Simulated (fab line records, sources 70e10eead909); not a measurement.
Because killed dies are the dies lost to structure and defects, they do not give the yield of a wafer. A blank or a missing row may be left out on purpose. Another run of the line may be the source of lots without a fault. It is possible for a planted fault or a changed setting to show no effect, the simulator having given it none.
A lot that was struck, set against a sound lot :: flow nandHarc :: 33 steps out of a route of 1159
Sound: the wafers L995.1, L995.4, L995.5. Struck: wafer L115.3 (left out: L115.1, L115.5 of the same lot, which were not struck); the cause appears at the end.
Per side, at each step with rows, come the tool, then ch with its chambers, and then its first start. Under that, the readings that differ: sound wafers :: struck wafers :: difference of the means :: sigmas: that difference in standard deviations of wafers without a fault.
alike: readings with means less than 2 such deviations apart, plus words and numbers identical on both sides. not compared: withheld readings, readings lacking a value on some wafer, bounds such as >300 that could conceal the same value, and numbers that have no deviation in the record and whose values overlap.
The two part at a step that has a row with sigmas, a row that says differs or no value, or rows on one side only. When numbers do not overlap yet have no deviation, they are printed without sigmas and do not part them. A reading that every wafer of one side lacks parts them only if that side has two wafers or more.

NHARC_P_M0_DESCUM_14: chemistry O2, time 3 s.
  sound on rieDiel-07 ch 1,2,3, day 5 21:10; struck on rieDiel-07 ch 0, day 11 00:38
  alike: drypumpMotorCurrentA, o2FlowSccm, oesProductAu, rfVppV, showerheadPlenumPTorr, throttleValvePct
  not compared: rfHoursCounterH
then, 1 step without rows for these wafers: NHARC_P_M0_ETCH_34 (etches the open film in N2/H2, target depth 40 nm, overetch 12 nm, time 43.94 s).
NHARC_P_M0_ETCH_15: etches the open film in C4F8/Ar, target depth 150 nm, overetch 15 nm, time 82.5 s.
  sound on rieDiel-07 ch 1,3; struck on rieDiel-07 ch 3
  alike: oesProductAu, rfVppV
  not compared: rfHoursCounterH
NHARC_P_M0_CD_MEAS_16:
  sound: cdSem-03 at day 5 21:30; struck: cdSem-02 at day 11 00:55
reading: cdNm (nm)
sound: 90.6 90.8 90.8
struck: 89.0
difference: -1.7
sigmas: -2
then, 4 steps without rows for these wafers: NHARC_P_M0_STRIP_18 (strips in N2/H2); NHARC_P_M0_STRIP_19 (strips in post etch residue remover, time 600 s); NHARC_P_M0_DEGAS_28 (time 60 s); NHARC_P_M0_PRE_CLEAN_29 (time 30 s).
NHARC_P_M0_PVD_20: deposits TaN, target thk 5 nm, time 8.06 s.
  sound on pvdSputter-02; struck on pvdSputter-02
reading: biasV (V)
sound: 168.8 167.3 168.7
struck: 172.0
difference: +3.7
sigmas: +2
  alike: substrateTempC, throttleValvePct
NHARC_P_M0_PVD_21: deposits Cu, target thk 30 nm, time 20.49 s.
  sound on pvdSputter-02; struck on pvdSputter-02
  alike: substrateTempC, throttleValvePct
then, 1 step without rows for these wafers: NHARC_P_M0_ECD_22 (material Cu, target thk 400 nm).
NHARC_P_M0_ANNEAL_30: time 90 s.
  sound on rtpAnneal-01 ch 0, day 5 22:59; struck on rtpAnneal-02 ch 0, day 11 02:17
  alike: wafer_temp_C_max
NHARC_P_M0_CMP_23: polishes, t overpolish 20 s, target thk 117.53 nm.
  sound on cmp-03 ch 0,3, day 5 23:20; struck on cmp-03 ch 2, day 11 02:38
reading: motorCurrentA (A)
sound: 13.1 12.9 12.7
struck: 10.2
difference: -2.7
sigmas: -2

reading: slurryFlowMlMin
sound: 150.5 150.1 150.3
struck: 149.5
difference: -0.8
sigmas: -2
  alike: edgeZonePressureFrac, timeToEndpointS
NHARC_P_M0_THK_MEAS_24: measures by xrf.
  sound: filmMetro-01 at day 5 23:38; struck: filmMetro-01 at day 11 02:57
  alike: thkNm
next, for these wafers, 1 step has no rows: NHARC_P_M0_SRD_25.
NHARC_P_M0_INSPECT_27:
  sound: defectInspect-01 at day 5 23:48; struck: defectInspect-01 at day 11 03:07
reading: rawDefectCount
sound: 295 331 484
struck: 774
difference: +404
sigmas: +3
then, 12 steps without rows for these wafers: NHARC_P_M0_PRE_CLEAN_31 (time 12 s); NHARC_P_M0_DEP_32 (deposits SiCN, target thk 30 nm); NHARC_P_M1_DEP_00 (deposits SiOC, target thk 182.5 nm); NHARC_P_M1_DEHYDRATE_01 (time 120 s); NHARC_P_M1_HMDS_02 (time 30 s); NHARC_P_M1_COAT_34 (time 65 s); NHARC_P_M1_COAT_03 (resist thk 90 nm); NHARC_P_M1_SOFTBAKE_04 (time 55 s); NHARC_P_M1_EBR_05; NHARC_P_M1_EXPOSE_06 (exposes mask P M1, target cd 130 nm); NHARC_P_M1_PEB_07 (peb time 65 s); NHARC_P_M1_DEVELOP_08 (develop time 35 s).
NHARC_P_M1_CD_MEAS_09: the cd target is 130 nm.
  sound on cdSem-02 ch 0, day 6 01:34; struck on cdSem-02 ch 0, day 11 05:16
  alike: cdNm
NHARC_P_M1_OVL_MEAS_10: pitch 260 nm.
  sound: overlay-01 at day 6 01:39; struck: overlay-01 at day 11 05:21
reading: overlayYNm (nm)
sound: -1.8 -1.4 -1.4
struck: 1.0
difference: +2.5
sigmas: +3
  alike: overlayXNm
NHARC_P_M1_INSPECT_11:
  sound: defectInspect-01 at day 6 01:41; struck: defectInspect-02 at day 11 05:23
reading: rawDefectCount
sound: 4 5 6
struck: 366
difference: +361
sigmas: +99 or more
then, 1 step without rows for these wafers: NHARC_P_M1_DESCUM_14 (chemistry O2, time 3 s).
-- the record jumps here: 13 days lie between the struck wafers' starts before and after (it left off in module P_M1 and takes up again in module END, whose first step shown is number 1159 of the route) --
NHARC_END_SORT_01:
  here the record holds rows for the struck wafers (prober-01 ch 0, day 24 08:00) but none for the sound ones

WHERE THEY PART
At NHARC_P_M0_CD_MEAS_16 first; at NHARC_END_SORT_01 last (within this record only).

WHY: what the simulator had put in
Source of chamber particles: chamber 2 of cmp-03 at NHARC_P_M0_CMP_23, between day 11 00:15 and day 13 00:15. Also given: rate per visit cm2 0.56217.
